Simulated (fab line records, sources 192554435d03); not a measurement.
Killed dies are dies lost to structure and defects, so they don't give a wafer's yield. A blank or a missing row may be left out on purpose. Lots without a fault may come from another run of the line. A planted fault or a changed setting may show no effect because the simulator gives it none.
A struck lot beside a sound one | flow n5_finfet | 16 steps out of a route of 1938
Sound: wafers L867.1, L867.2, L867.3. Struck: wafers L876.4, L876.5, L876.6. The cause comes at the end.
At each step with rows: each side's tool, then ch and its chambers, then its first start. Under that, the readings that differ: sound wafers | struck wafers | difference of the means | sigmas: that difference in standard deviations of wafers without a fault.
alike: readings whose means differ by less than 2 such deviations, and words and numbers that are the same on both sides. not compared: withheld readings, readings that some wafer has no value for, bounds like >300 that may hide the same value, and numbers for which the record gives no deviation and whose values overlap.
The two part at a step that has a row with sigmas, a row that says differs or no value, or rows on one side only. Numbers that don't overlap but have no deviation are shown without sigmas and don't part them. A reading that every wafer of one side lacks parts them only if that side has two wafers or more.

first, 2 steps without rows for these wafers: N5_BEOL_M4_PRECLEAN_42 (cleans in residue remover, time 60 s); N5_BEOL_M4_SRD_43 (time 30 s).
N5_BEOL_M4_CD_MEAS_35: target cd 18 nm, target cd y 22.4 nm.
  sound on cd_sem-01, day 8 14:19; struck on cd_sem-03, day 11 11:04
  alike: cd_nm
N5_BEOL_M4_DEGAS_44: time 60 s.
  sound on pvd_sputter-02, day 8 14:24; struck on pvd_sputter-03, day 11 11:19
  alike: heater_power_w
then, 1 step without rows for these wafers: N5_BEOL_M4_PRE_CLEAN_45 (time 30 s).
N5_BEOL_M4_ALD_84: deposits TaN, pulse time 2 s, purge time 3 s, co reactant purge time 2 s.
  sound on ald_metal-03 ch 0,1,3, day 8 14:30; struck on ald_metal-03 ch 0,1, day 11 11:26
  alike: heater_power_w, precursor_vessel_temp_c
N5_BEOL_M4_SURFACE_TREAT_85:
  sound on pvd_sputter-02, day 8 14:45; struck on pvd_sputter-02, day 11 11:43
  not compared: throttle_valve_pct
then, 3 steps without rows for these wafers: N5_BEOL_M4_CVD_47 (deposits Co from CCTBA/H2, target thk 3 nm, time 223.8 s); N5_BEOL_M4_SPUTTER_48 (material Cu, target thk 4.5 nm, time 8.29 s); N5_BEOL_M4_ANNEAL_49 (time 240 s).
N5_BEOL_M4_SPUTTER_79: material Cu, target thk 4.5 nm, time 8.29 s.
  sound on pvd_sputter-01, day 8 15:16; struck on pvd_sputter-02, day 11 12:22
  alike: chamber_pressure_pa, chuck_gas_flow_sccm, throttle_valve_pct
then, 1 step without rows for these wafers: N5_BEOL_M4_ANNEAL_80 (time 240 s).
N5_BEOL_M4_SPUTTER_81: material Cu, target thk 4.5 nm, time 8.29 s.
  sound on pvd_sputter-01, day 8 15:29; struck on pvd_sputter-02, day 11 12:35
  no value came back on the struck wafers for chamber_pressure_pa (Pa), chuck_gas_flow_sccm (sccm), throttle_valve_pct (%), time_s (s); on the sound wafers chamber_pressure_pa (Pa) reads 0.07003 0.0703 0.07007
N5_BEOL_M4_ANNEAL_82: time 240 s.
  sound on pvd_sputter-01, day 8 15:34; struck on pvd_sputter-02, day 11 12:40
  reading            | sound       | struck        | difference | sigmas
  heater_power_w (W) | 710 686 815 | 1060 1074 842 | +255       | +2
N5_BEOL_M4_RC_MEAS_101:
  sound on prober-02 ch 0, day 8 17:54; struck on prober-02 ch 0, day 11 15:28
  reading       | sound          | struck         | difference | sigmas
  ION_P (uA/um) | 474 457 473    | 454 451 454    | -15        | -2
  VT_P (mV)     | -246 -246 -245 | -254 -259 -255 | -10        | -3
  alike: DIBL_N, DIBL_P, IOFF_N, IOFF_P, ION_N, SS_N, SS_P, VT_N
-- the record jumps here: 5 days lie between the struck wafers' starts before and after (it left off in module BEOL_M4 and takes up again in module PASSIVATION, whose first step shown is number 1936 of the route) --
N5_PASSIVATION_PROBE_49:
  the record has rows for the struck wafers here (prober-02, day 16 05:33) and none for the sound ones

WHERE THEY PART
First at N5_BEOL_M4_SPUTTER_81; last, within this record, at N5_PASSIVATION_PROBE_49.

WHY: what the simulator had put in
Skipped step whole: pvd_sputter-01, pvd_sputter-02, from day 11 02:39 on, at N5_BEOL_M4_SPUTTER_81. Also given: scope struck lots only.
